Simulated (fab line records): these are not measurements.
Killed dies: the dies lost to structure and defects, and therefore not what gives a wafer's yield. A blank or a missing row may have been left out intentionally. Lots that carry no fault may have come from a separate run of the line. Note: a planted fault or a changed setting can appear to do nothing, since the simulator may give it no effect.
Chamber matching -- flow nand-harc -- NHARC_A_STAIRCASE_ETCH_169 on rie-diel-13 has 4 sister chambers
The step etches the open film in CH3F/O2, target depth 50 nm, time 107.1 s. 4 wafers are shown with their chamber, then 8 later ones without.

== EACH WAFER AND ITS CHAMBER ==
wafer,chamber,showerhead-plenum-p-Torr (Torr)
L713.5,2,2.34
L714.1,3,2.41
L714.3,0,2.46
L718.1,1,2.42

== WAFERS WHOSE CHAMBER IS MISSING ==
wafer,showerhead-plenum-p-Torr (Torr)
L718.3,2.33
L718.4,2.41
L717.1,2.42
L717.3,2.33
L717.4,2.33
L715.1,2.42
L715.5,2.45
L715.6,2.42

== EACH ONE'S CHAMBER ==
wafer,from the rows above,in truth
L718.3,2,2
L718.4,can't be placed: 3 or 1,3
L717.1,can't be placed: 1 or 3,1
L717.3,2,2
L717.4,2,2
L715.1,can't be placed: 1 or 3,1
L715.5,0,0
L715.6,can't be placed: 1 or 3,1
Placed correctly: 4 of 8. Not placeable from these rows: 4 (in 4, the candidates include the true chamber). Wrongly placed: 0.
How it was worked out, from the rows above alone: a wafer's distance from a chamber is the root of the sum, over the readings, of the square of ((its reading less the chamber's mean) divided by the reading's scatter). If the next closest chamber is less than 2 further off than the closest, the wafer can't be placed; otherwise it belongs to the closest. A chamber's mean is the mean of its shown wafers. The scatter: root of mean squared gap, hidden wafer to nearest shown wafer, with one shown wafer a chamber.
